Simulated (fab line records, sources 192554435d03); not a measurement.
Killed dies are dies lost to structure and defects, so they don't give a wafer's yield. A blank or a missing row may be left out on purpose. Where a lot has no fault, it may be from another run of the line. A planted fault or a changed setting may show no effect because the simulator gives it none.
fab line records ; flow n5_finfet ; part 1 of 2: steps 1 to 23 of 31
record lots=5; wafers=15; last_day=18
route steps=1938 shown DUMMY_REMOVAL@383 HKMG_FIN@385
lots that met no fault: from a run of the same line without faults
start_h: hours from the record's opening day to when the first of the lot's shown wafers began ; wait_h: hours from the lot's prior step to this one ; " as in the row above ; L1.1+2: a row that stands for several wafers ; - value missing, or start not given ; * or withheld: withheld ; < > ~ a bound
route shown NAME@n: names a module that has steps shown in the file, with the first one's number in the route ; usual: average and standard deviation across the fault-free wafers ; same: alike in all rows ; chamber/n: place in a boat ; sites: readings site by site ; _std_site: their standard deviation ; _edge_site: the outer-site mean with the inner-site mean subtracted ; radius_mm: how far each site lies from the wafer's centre ; mask NAME#n: copy n ; behind: the tool/chamber that last shaped the wafer ; hold: why the lot went on hold/how many hours it stayed there/how the hold came to an end ; device: the n, p or np transistor that did not switch ; end of line: tests of these same wafers at the route's end ; a step without rows: its recipe alone ; killed: dies that structure and defects cost at the first sort, which is not the same as the wafer's yield ; map: the dies of a wafer, with x for killed, . for not killed, _ for no die there
set.NAME: the setting as run; set.NAME@STEP: as run at that earlier step ; model.NAME: the simulator's own value behind a step, which no gauge read
lots at some steps of the route; a table a step, a row a wafer
services: a tool's chamber out of use, with start hour (start_h, from the record's first day; less than 0 if before it), hours out, and reason
## steps
# step N5_DUMMY_REMOVAL_PRECLEAN_04
# recipe chemistry=DHF; time_s=37; temp_c=25; dilution=500:1
lot.wafer;tool;chamber;start_h;wait_h
L078.1+3+6;wet_bench-05;6,7,5;93.34;0.2
L081.1+2+6;wet_bench-06;2,0,6;112.85;0.2
L089.2+5+6;wet_bench-04;7,0,3;160.32;0.2
L090.1+5+6;wet_bench-04;2,7,6;166.06;0.2
L096.2+4+6;wet_bench-04;6,2,4;206.24;0.2
# step N5_DUMMY_REMOVAL_SRD_05
# recipe dry=ipa_marangoni; do_ppb=5; time_s=30; temp_c=23; rinse_liquid=diw
lot.wafer;tool;chamber;start_h;wait_h
L078.1+3+6;wet_bench-05;6,7,5;93.35;0.0
L081.1+2+6;wet_bench-06;2,0,6;112.86;0.0
L089.2+5+6;wet_bench-04;7,0,3;160.33;0.0
L090.1+5+6;wet_bench-04;2,7,6;166.07;0.0
L096.2+4+6;wet_bench-04;6,2,4;206.25;0.0
# step N5_HKMG_FIN_IL_REGROW_00
# recipe material=SiO2; target_thk_a=7.5; chemistry=O3; temp_c=withheld; time_s=30
lot.wafer;tool;chamber;start_h;wait_h
L078.1+3+6;ald_hk-03;2,1,2;93.40;0.0
L081.1+2+6;ald_hk-02;1,0,0;112.91;0.0
L089.2+5+6;ald_hk-03;3,2,1;160.38;0.0
L090.1+5+6;ald_hk-03;1,0,3;166.12;0.0
L096.2+4+6;ald_hk-03;1,2,1;206.30;0.0
# step N5_HKMG_FIN_HK_ALD_01
# recipe material=HfO2; target_thk_a=16; temp_c=withheld; ald_precursor_family=HfCl4; ald_co_reactant=H2O; pulse_time_s=3; purge_time_s=3; co_reactant_purge_time_s=2.5; co_reactant_pulse_time_s=0.3; ald_cycles=30
# usual precursor_pulse_height_rel=1.000/0.021
# same ald_cycles=30; co_reactant_purge_time_s=2.5; pulse_time_s=3
lot.wafer;tool;chamber;start_h;wait_h;precursor_pulse_height_rel
L078.1;ald_hk-03;2;93.45;0.0;0.985
L078.3;ald_hk-03;1;93.45;0.0;0.965
L078.6;ald_hk-03;2;93.45;0.0;1.045
L081.1;ald_hk-02;1;112.96;0.0;0.989
L081.2;ald_hk-02;0;112.96;0.0;0.997
L081.6;ald_hk-02;0;112.96;0.0;0.986
L089.2;ald_hk-03;3;160.43;0.0;1.026
L089.5;ald_hk-03;2;160.43;0.0;1.005
L089.6;ald_hk-03;1;160.43;0.0;0.992
L090.1;ald_hk-03;1;166.17;0.0;1.009
L090.5;ald_hk-03;0;166.17;0.0;0.971
L090.6;ald_hk-03;3;166.17;0.0;1.003
L096.2;ald_hk-03;1;206.35;0.0;0.974
L096.4;ald_hk-03;2;206.35;0.0;1.021
L096.6;ald_hk-03;1;206.35;0.0;0.981
# step N5_HKMG_FIN_HK_ANNEAL_02
# recipe temp_c=700; time_s=30; ambient=N2; idle_temp_c=600; ramp_up_c_per_s=150; ramp_down_c_per_s=60; cool_to_c=600
# usual lamp_power_pct=8.80/0.055; lamp_zone_7_pct=9.195/0.011; wafer_temp_C_max=703.0/0.67
lot.wafer;tool;chamber;start_h;wait_h;lamp_power_pct;lamp_zone_7_pct;wafer_temp_C_max
L078.1;rtp_anneal-01;0;93.63;0.1;8.80;9.190;702.6
L078.3;rtp_anneal-01;0;93.63;0.1;8.74;9.191;702.4
L078.6;rtp_anneal-01;0;93.63;0.1;8.79;9.185;701.9
L081.1;rtp_anneal-01;0;113.14;0.1;8.79;9.191;702.4
L081.2;rtp_anneal-01;0;113.14;0.1;8.81;9.188;703.5
L081.6;rtp_anneal-01;0;113.14;0.1;8.83;9.200;703.0
L089.2;rtp_anneal-02;0;160.79;0.3;8.83;9.190;702.3
L089.5;rtp_anneal-02;0;160.79;0.3;8.86;9.207;703.3
L089.6;rtp_anneal-02;0;160.79;0.3;8.81;9.184;703.2
L090.1;rtp_anneal-01;0;166.53;0.3;8.75;9.208;702.9
L090.5;rtp_anneal-01;0;166.53;0.3;8.80;9.191;703.4
L090.6;rtp_anneal-01;0;166.53;0.3;8.80;9.192;703.0
L096.2;rtp_anneal-02;0;206.56;0.1;8.81;9.196;702.4
L096.4;rtp_anneal-02;0;206.56;0.1;8.81;9.193;703.3
L096.6;rtp_anneal-02;0;206.56;0.1;8.84;9.190;703.6
# step N5_HKMG_FIN_ALD_74
# recipe material=La2O3; target_thk_a=5; temp_c=250; ald_precursor_family=La-Cp; ald_co_reactant=O3; pulse_time_s=6; co_reactant_pulse_time_s=1; purge_time_s=3; co_reactant_purge_time_s=3
# usual heater_power_w=354/33; precursor_pulse_height_rel=1.001/0.02
# same co_reactant_purge_time_s=3; pulse_time_s=6
lot.wafer;tool;chamber;start_h;wait_h;heater_power_w;precursor_pulse_height_rel
L078.1;ald_hk-01;2;93.85;0.2;381;1.002
L078.3;ald_hk-01;1;93.85;0.2;354;0.972
L078.6;ald_hk-01;3;93.85;0.2;392;0.994
L081.1;ald_hk-01;0;113.36;0.2;315;1.030
L081.2;ald_hk-01;3;113.36;0.2;395;1.040
L081.6;ald_hk-01;1;113.36;0.2;360;1.006
L089.2;ald_hk-01;1;160.99;0.2;356;0.992
L089.5;ald_hk-01;2;160.99;0.2;376;1.015
L089.6;ald_hk-01;3;160.99;0.2;397;0.994
L090.1;ald_hk-01;3;166.75;0.2;398;0.998
L090.5;ald_hk-01;2;166.75;0.2;375;1.006
L090.6;ald_hk-01;1;166.75;0.2;358;1.032
L096.2;ald_hk-01;1;206.75;0.2;363;0.966
L096.4;ald_hk-01;3;206.75;0.2;402;0.992
L096.6;ald_hk-01;1;206.75;0.2;361;1.014
# step N5_HKMG_FIN_ALD_75
# recipe material=Al2O3; target_thk_a=10; temp_c=150; ald_precursor_family=TMA; ald_co_reactant=H2O; pulse_time_s=withheld; co_reactant_pulse_time_s=1
# usual heater_power_w=153/14; precursor_pulse_height_rel=0.998/0.02
lot.wafer;tool;chamber;start_h;wait_h;heater_power_w;precursor_pulse_height_rel
L078.1;ald_hk-01;2;93.92;0.0;163;1.023
L078.3;ald_hk-01;1;93.92;0.0;157;1.011
L078.6;ald_hk-01;3;93.92;0.0;172;0.990
L081.1;ald_hk-01;0;113.43;0.0;135;0.963
L081.2;ald_hk-01;3;113.43;0.0;175;0.980
L081.6;ald_hk-01;1;113.43;0.0;160;1.006
L089.2;ald_hk-01;1;161.06;0.0;157;0.981
L089.5;ald_hk-01;2;161.06;0.0;160;1.012
L089.6;ald_hk-01;3;161.06;0.0;173;1.009
L090.1;ald_hk-01;3;166.83;0.0;177;0.950
L090.5;ald_hk-01;2;166.83;0.0;162;0.978
L090.6;ald_hk-01;1;166.83;0.0;157;1.004
L096.2;ald_hk-01;1;206.83;0.0;154;0.998
L096.4;ald_hk-01;3;206.83;0.0;170;0.993
L096.6;ald_hk-01;1;206.83;0.0;156;0.956
# step N5_HKMG_FIN_COAT_41
# recipe resist=SOC; temp_c=250; time_s=60; spin_rpm=1500; resist_thk_nm=300
# usual dispense_pressure_kPa=50.9/1.9
lot.wafer;tool;chamber;start_h;wait_h;dispense_pressure_kPa
L078.1;litho_track-04;0;94.02;-;49.6
L078.3;litho_track-04;0;94.02;-;49.7
L078.6;litho_track-04;0;94.02;-;49.7
L081.1;litho_track-05;0;113.53;-;55.2
L081.2;litho_track-05;0;113.53;-;55.2
L081.6;litho_track-05;0;113.53;-;55.2
L089.2;litho_track-05;0;161.16;-;55.2
L089.5;litho_track-05;0;161.16;-;55.2
L089.6;litho_track-05;0;161.16;-;55.2
L090.1;litho_track-04;0;166.92;-;49.7
L090.5;litho_track-04;0;166.92;-;49.7
L090.6;litho_track-04;0;166.92;-;49.7
L096.2;litho_track-04;0;206.92;-;49.7
L096.4;litho_track-04;0;206.92;-;49.7
L096.6;litho_track-04;0;206.92;-;49.7
# step N5_HKMG_FIN_COAT_42
# recipe resist=SiARC; temp_c=220; time_s=60; spin_rpm=1500; resist_thk_nm=35
# usual dispense_pressure_kPa=50.9/1.9
lot.wafer;tool;chamber;start_h;wait_h;dispense_pressure_kPa
L078.1;litho_track-04;0;-;-;49.7
L078.3;litho_track-04;0;-;-;49.8
L078.6;litho_track-04;0;-;-;49.8
L081.1;litho_track-05;0;-;-;55.2
L081.2;litho_track-05;0;-;-;55.2
L081.6;litho_track-05;0;-;-;55.2
L089.2;litho_track-05;0;-;-;55.1
L089.5;litho_track-05;0;-;-;55.1
L089.6;litho_track-05;0;-;-;55.1
L090.1;litho_track-04;0;-;-;49.7
L090.5;litho_track-04;0;-;-;49.7
L090.6;litho_track-04;0;-;-;49.7
L096.2;litho_track-04;0;-;-;49.7
L096.4;litho_track-04;0;-;-;49.7
L096.6;litho_track-04;0;-;-;49.7
# step N5_HKMG_FIN_COAT_43
# recipe resist=CAR-ArF; spin_rpm=1500; resist_thk_nm=90
# usual dispense_pressure_kPa=51.0/2
lot.wafer;tool;chamber;start_h;wait_h;dispense_pressure_kPa
L078.1;litho_track-04;0;-;-;49.7
L078.3;litho_track-04;0;-;-;49.7
L078.6;litho_track-04;0;-;-;49.6
L081.1;litho_track-05;0;-;-;55.3
L081.2;litho_track-05;0;-;-;55.3
L081.6;litho_track-05;0;-;-;55.2
L089.2;litho_track-05;0;-;-;55.2
L089.5;litho_track-05;0;-;-;55.2
L089.6;litho_track-05;0;-;-;55.3
L090.1;litho_track-04;0;-;-;49.7
L090.5;litho_track-04;0;-;-;49.7
L090.6;litho_track-04;0;-;-;49.7
L096.2;litho_track-04;0;-;-;49.7
L096.4;litho_track-04;0;-;-;49.7
L096.6;litho_track-04;0;-;-;49.7
# step N5_HKMG_FIN_EBR_45
# recipe solvent=PGMEA; ebr_width_mm=1.5
lot.wafer;tool;chamber;start_h;wait_h
L078.1+3+6;litho_track-04;0;-;-
L081.1+2+6;litho_track-05;0;-;-
L089.2+5+6;litho_track-05;0;-;-
L090.1+5+6;litho_track-04;0;-;-
L096.2+4+6;litho_track-04;0;-;-
# step N5_HKMG_FIN_SOFTBAKE_44
# recipe temp_c=110; time_s=60; resist=CAR-ArF
lot.wafer;tool;chamber;start_h;wait_h
L078.1+3+6;litho_track-04;0;-;-
L081.1+2+6;litho_track-05;0;-;-
L089.2+5+6;litho_track-05;0;-;-
L090.1+5+6;litho_track-04;0;-;-
L096.2+4+6;litho_track-04;0;-;-
# step N5_HKMG_FIN_EXPOSE_46
# recipe mask_id=NDIPOLE; na=1.35; source_shape=conventional; sigma_outer=0.8; polarization=unpolarized; dose_mj=40
# same na=1.35
lot.wafer;tool;chamber;start_h;wait_h;mask
L078.1+3+6;arfi_scanner-01;0;94.14;-;NDIPOLE#0
L081.1+2+6;arfi_scanner-01;0;113.78;-;NDIPOLE#0
L089.2+5+6;arfi_scanner-01;0;161.41;-;NDIPOLE#0
L090.1+5+6;arfi_scanner-01;0;167.04;-;NDIPOLE#0
L096.2+4+6;arfi_scanner-02;0;207.05;-;NDIPOLE#0
# step N5_HKMG_FIN_PEB_47
# recipe peb_temp_c=withheld; peb_time_s=60; resist=CAR-ArF
lot.wafer;tool;chamber;start_h;wait_h
L078.1+3+6;litho_track-05;0;94.20;0.1
L081.1+2+6;litho_track-02;0;113.83;0.1
L089.2+5+6;litho_track-05;0;161.46;0.0
L090.1+5+6;litho_track-04;0;167.10;0.1
L096.2+4+6;litho_track-02;0;207.10;0.0
# step N5_HKMG_FIN_DEVELOP_48
# recipe develop_time_s=30; developer=TMAH; resist=CAR-ArF; rinse_liquid=diw; dry=air_spin; dev_temp_c=23
lot.wafer;tool;chamber;start_h;wait_h
L078.1+3+6;litho_track-05;0;-;-
L081.1+2+6;litho_track-02;0;-;-
L089.2+5+6;litho_track-05;0;-;-
L090.1+5+6;litho_track-04;0;-;-
L096.2+4+6;litho_track-02;0;-;-
# step N5_HKMG_FIN_CD_MEAS_49
# recipe target_cd_nm=202; landing_energy_ev=500; detector=se_inlens; polarity=opening
# usual cd_nm=201.5/0.57
lot.wafer;tool;chamber;start_h;wait_h;cd_nm
L078.1;cd_sem-02;0;94.26;-;201.7
L078.3;cd_sem-02;0;94.26;-;201.9
L078.6;cd_sem-02;0;94.26;-;201.5
L081.1;cd_sem-01;0;113.90;-;201.5
L081.2;cd_sem-01;0;113.90;-;201.3
L081.6;cd_sem-01;0;113.90;-;201.6
L089.2;cd_sem-03;0;161.53;-;201.6
L089.5;cd_sem-03;0;161.53;-;201.9
L089.6;cd_sem-03;0;161.53;-;201.0
L090.1;cd_sem-01;0;167.17;-;201.0
L090.5;cd_sem-01;0;167.17;-;202.0
L090.6;cd_sem-01;0;167.17;-;201.6
L096.2;cd_sem-03;0;207.17;-;202.4
L096.4;cd_sem-03;0;207.17;-;202.1
L096.6;cd_sem-03;0;207.17;-;202.8
# step N5_HKMG_FIN_OVL_MEAS_50
# recipe points_per_wafer=44
# usual NDIPOLE_OVL=0.1/0.76
lot.wafer;tool;chamber;start_h;wait_h;NDIPOLE_OVL[nm]
L078.1;overlay-02;0;94.29;0.0;-0.4
L078.3;overlay-02;0;94.29;0.0;-0.9
L078.6;overlay-02;0;94.29;0.0;0.2
L081.1;overlay-02;0;113.93;0.0;0.7
L081.2;overlay-02;0;113.93;0.0;0.0
L081.6;overlay-02;0;113.93;0.0;0.2
L089.2;overlay-01;0;161.56;0.0;-1.2
L089.5;overlay-01;0;161.56;0.0;-0.6
L089.6;overlay-01;0;161.56;0.0;-0.7
L090.1;overlay-02;0;167.20;0.0;1.0
L090.5;overlay-02;0;167.20;0.0;1.8
L090.6;overlay-02;0;167.20;0.0;1.1
L096.2;overlay-02;0;207.20;0.0;0.8
L096.4;overlay-02;0;207.20;0.0;0.8
L096.6;overlay-02;0;207.20;0.0;0.3
# step N5_HKMG_FIN_INSPECT_61
# recipe mode=adi; inspect_instrument=macro
# usual raw_defect_count=2.2/1.4
lot.wafer;tool;chamber;start_h;wait_h;raw_defect_count
L078.1;defect_inspect-02;-;94.33;0.0;1
L078.3;defect_inspect-02;-;94.33;0.0;3
L078.6;defect_inspect-02;-;94.33;0.0;1
L081.1;defect_inspect-01;-;113.95;0.0;2
L081.2;defect_inspect-01;-;113.95;0.0;2
L081.6;defect_inspect-01;-;113.95;0.0;2
L089.2;defect_inspect-01;-;161.58;0.0;2
L089.5;defect_inspect-01;-;161.58;0.0;1
L089.6;defect_inspect-01;-;161.58;0.0;3
L090.1;defect_inspect-02;-;167.22;0.0;2
L090.5;defect_inspect-02;-;167.22;0.0;2
L090.6;defect_inspect-02;-;167.22;0.0;2
L096.2;defect_inspect-02;-;207.22;0.0;2
L096.4;defect_inspect-02;-;207.22;0.0;4
L096.6;defect_inspect-02;-;207.22;0.0;2
# step N5_HKMG_FIN_DESCUM_53
# recipe chemistry=O2; time_s=7.9; source_power_w=50; bias_power_w=20; pressure_mtorr=20; rf_frequency_hz=2.712e+07; temp_c=40; resist=CAR-ArF; o2_flow_sccm=225
# usual drypump_motor_current_A=5.7/0.41; oes_product_au=0.78/0.083; rf_vpp_V=243.4/1.4; showerhead_plenum_p_Torr=2.10/0.077; throttle_valve_pct=20.28/0.19
lot.wafer;tool;chamber;start_h;wait_h;drypump_motor_current_A;oes_product_au;rf_hours_counter_h;rf_vpp_V;showerhead_plenum_p_Torr;throttle_valve_pct
L078.1;rie_diel-02;0;94.36;0.0;5.3;0.75;155;243.0;2.08;20.18
L078.3;rie_diel-02;2;94.36;0.0;5.9;0.71;195;242.0;1.98;20.61
L078.6;rie_diel-02;1;94.36;0.0;5.7;0.81;-;241.6;2.02;20.25
L081.1;rie_diel-02;2;113.99;0.0;5.9;0.71;202;242.7;1.98;20.60
L081.2;rie_diel-02;3;113.99;0.0;5.6;0.69;212;243.9;2.16;20.24
L081.6;rie_diel-02;3;113.99;0.0;5.6;0.69;-;244.7;2.16;20.24
L089.2;rie_diel-01;2;161.62;0.0;6.4;0.91;40;246.0;2.23;20.32
L089.5;rie_diel-01;0;161.62;0.0;4.9;0.74;-;243.6;2.09;20.62
L089.6;rie_diel-01;1;161.62;0.0;5.3;0.71;-;242.7;2.07;20.68
L090.1;rie_diel-04;1;167.25;0.0;6.4;0.71;230;245.9;2.13;20.48
L090.5;rie_diel-04;3;167.25;0.0;5.8;0.75;-;242.7;2.07;20.12
L090.6;rie_diel-04;0;167.25;0.0;5.7;0.94;-;246.1;2.22;20.09
L096.2;rie_diel-01;2;207.36;0.1;6.4;0.86;59;244.7;2.22;20.36
L096.4;rie_diel-01;2;207.36;0.1;6.4;0.87;-;245.9;2.22;20.36
L096.6;rie_diel-01;3;207.36;0.1;4.9;0.85;-;244.6;2.21;20.24
# step N5_HKMG_FIN_ETCH_54
# recipe chemistry=CF4; target=SiARC; target_depth_a=455; mask_material=CAR-ArF; time_s=75.8; ion_energy_ev=80; pressure_mtorr=40; source_w=545; bias_w=36; Ar_flow_sccm=100; cf4_flow_sccm=100; ends=cleared
# usual bias_w=35.99/0.1; drypump_motor_current_A=5.7/0.41; etch_rf_on_time_s=75.9/1.5; oes_product_au=0.67/0.069; rf_vpp_V=184.2/1.2; showerhead_plenum_p_Torr=2.16/0.072; throttle_valve_pct=15.55/0.19
lot.wafer;tool;chamber;start_h;wait_h;bias_w;drypump_motor_current_A;etch_rf_on_time_s;oes_product_au;rf_hours_counter_h;rf_vpp_V;showerhead_plenum_p_Torr;throttle_valve_pct
L078.1;rie_diel-02;0;94.40;0.0;35.99;5.3;74.9;0.64;155;183.9;2.16;15.52
L078.3;rie_diel-02;2;94.40;0.0;36.01;5.9;77.1;0.61;195;181.5;2.04;15.89
L078.6;rie_diel-02;1;94.40;0.0;35.87;5.7;74.8;0.69;-;183.6;2.08;15.43
L081.1;rie_diel-02;2;114.02;0.0;36.11;5.9;76.6;0.61;202;183.6;2.04;15.89
L081.2;rie_diel-02;3;114.02;0.0;36.10;5.6;76.7;0.60;212;183.7;2.22;15.55
L081.6;rie_diel-02;3;114.02;0.0;35.97;5.6;76.1;0.60;-;186.3;2.22;15.56
L089.2;rie_diel-01;2;161.65;0.0;36.11;6.4;74.4;0.76;40;186.7;2.27;15.42
L089.5;rie_diel-01;0;161.65;0.0;35.92;4.9;77.7;0.61;-;184.3;2.13;15.66
L089.6;rie_diel-01;1;161.65;0.0;36.07;5.3;75.3;0.60;-;183.7;2.11;15.87
L090.1;rie_diel-04;1;167.29;0.0;36.04;6.4;78.7;0.60;230;183.7;2.19;15.84
L090.5;rie_diel-04;3;167.29;0.0;36.03;5.8;75.2;0.64;-;183.3;2.15;15.54
L090.6;rie_diel-04;0;167.29;0.0;35.80;5.7;75.3;0.83;-;186.0;2.27;15.29
L096.2;rie_diel-01;2;207.40;0.0;35.90;6.3;74.8;0.73;59;186.2;2.27;15.45
L096.4;rie_diel-01;2;207.40;0.0;35.91;6.4;75.9;0.73;-;184.4;2.27;15.46
L096.6;rie_diel-01;3;207.40;0.0;36.18;4.9;74.4;0.71;-;186.1;2.25;15.33
# step N5_HKMG_FIN_ETCH_55
# recipe chemistry=N2/H2; target=SOC; target_depth_a=2400; temp_c=40; time_s=300; ion_energy_ev=200; mask_material=SiARC; pressure_mtorr=30; source_w=840; bias_w=150; n2_flow_sccm=200; h2_flow_sccm=200
# usual bias_w=150.0/0.42; drypump_motor_current_A=5.7/0.41; oes_product_au=0.78/0.082; rf_vpp_V=524.1/2.6; showerhead_plenum_p_Torr=2.56/0.096; throttle_valve_pct=17.79/0.19
lot.wafer;tool;chamber;start_h;wait_h;bias_w;drypump_motor_current_A;oes_product_au;rf_hours_counter_h;rf_vpp_V;showerhead_plenum_p_Torr;throttle_valve_pct
L078.1;rie_diel-02;0;94.45;0.0;149.8;5.3;0.76;155;523.8;2.53;17.65
L078.3;rie_diel-02;2;94.45;0.0;149.7;6.0;0.71;195;520.4;2.42;18.15
L078.6;rie_diel-02;1;94.45;0.0;149.7;5.7;0.82;-;521.5;2.46;17.69
L081.1;rie_diel-02;2;114.08;0.0;149.5;5.9;0.70;202;520.3;2.42;18.17
L081.2;rie_diel-02;3;114.08;0.0;149.8;5.6;0.70;212;526.1;2.64;17.84
L081.6;rie_diel-02;3;114.08;0.0;149.3;5.7;0.70;-;526.1;2.64;17.85
L089.2;rie_diel-01;2;161.71;0.0;150.4;6.4;0.89;40;528.6;2.71;17.80
L089.5;rie_diel-01;0;161.71;0.0;150.6;4.9;0.72;-;523.6;2.50;17.84
L089.6;rie_diel-01;1;161.71;0.0;150.8;5.3;0.71;-;522.5;2.50;18.03
L090.1;rie_diel-04;1;167.35;0.0;150.0;6.4;0.70;230;525.3;2.61;17.94
L090.5;rie_diel-04;3;167.35;0.0;150.3;5.8;0.76;-;522.7;2.55;17.89
L090.6;rie_diel-04;0;167.35;0.0;149.9;5.7;0.96;-;527.3;2.72;17.71
L096.2;rie_diel-01;2;207.45;0.0;149.5;6.4;0.85;59;528.9;2.70;17.82
L096.4;rie_diel-01;2;207.45;0.0;150.1;6.4;0.85;-;528.7;2.70;17.81
L096.6;rie_diel-01;3;207.45;0.0;150.3;4.9;0.84;-;526.8;2.70;17.66
# step N5_HKMG_FIN_STRIP_56
# recipe chemistry=N2/H2; temp_c=40; n2_flow_sccm=200; h2_flow_sccm=200; rf_frequency_hz=6e+07
lot.wafer;tool;chamber;start_h;wait_h
L078.1+3+6;rie_diel-02;0,2,1;94.63;0.1
L081.1+2+6;rie_diel-02;2,3,3;114.26;0.1
L089.2+5+6;rie_diel-01;2,0,1;161.89;0.1
L090.1+5+6;rie_diel-04;1,3,0;167.53;0.1
L096.2+4+6;rie_diel-01;2,2,3;207.63;0.1
# step N5_HKMG_FIN_STRIP_57
# recipe chemistry=CF4; resist=SiARC; power_w=300; bias_power_w=75; pressure_mtorr=50; cf4_flow_sccm=150; rf_frequency_hz=6e+07
# usual drypump_motor_current_A=5.7/0.41; oes_product_au=0.78/0.074; rf_vpp_V=271.4/1.6; showerhead_plenum_p_Torr=1.81/0.061; throttle_valve_pct=13.52/0.21
lot.wafer;tool;chamber;start_h;wait_h;drypump_motor_current_A;oes_product_au;rf_hours_counter_h;rf_vpp_V;showerhead_plenum_p_Torr;throttle_valve_pct
L078.1;rie_diel-02;0;94.64;0.0;5.3;0.75;156;269.5;1.81;13.51
L078.3;rie_diel-02;2;94.64;0.0;5.9;0.72;195;269.5;1.71;13.88
L078.6;rie_diel-02;1;94.64;0.0;5.7;0.81;-;269.9;1.74;13.38
L081.1;rie_diel-02;2;114.27;0.0;5.9;0.71;202;269.4;1.71;13.90
L081.2;rie_diel-02;3;114.27;0.0;5.6;0.70;212;272.0;1.86;13.54
L081.6;rie_diel-02;3;114.27;0.0;5.7;0.70;-;272.9;1.86;13.55
L089.2;rie_diel-01;2;161.90;0.0;6.4;0.87;40;273.3;1.90;13.35
L089.5;rie_diel-01;0;161.90;0.0;4.9;0.73;-;272.0;1.78;13.63
L089.6;rie_diel-01;1;161.90;0.0;5.3;0.69;-;270.3;1.78;13.92
L090.1;rie_diel-04;1;167.54;0.0;6.4;0.71;230;273.1;1.83;13.86
L090.5;rie_diel-04;3;167.54;0.0;5.8;0.74;-;271.7;1.79;13.48
L090.6;rie_diel-04;0;167.54;0.0;5.7;0.95;-;274.3;1.91;13.27
L096.2;rie_diel-01;2;207.64;0.0;6.4;0.84;59;273.0;1.89;13.38
L096.4;rie_diel-01;2;207.64;0.0;6.4;0.84;-;272.5;1.89;13.37
L096.6;rie_diel-01;3;207.64;0.0;4.9;0.83;-;273.4;1.89;13.32
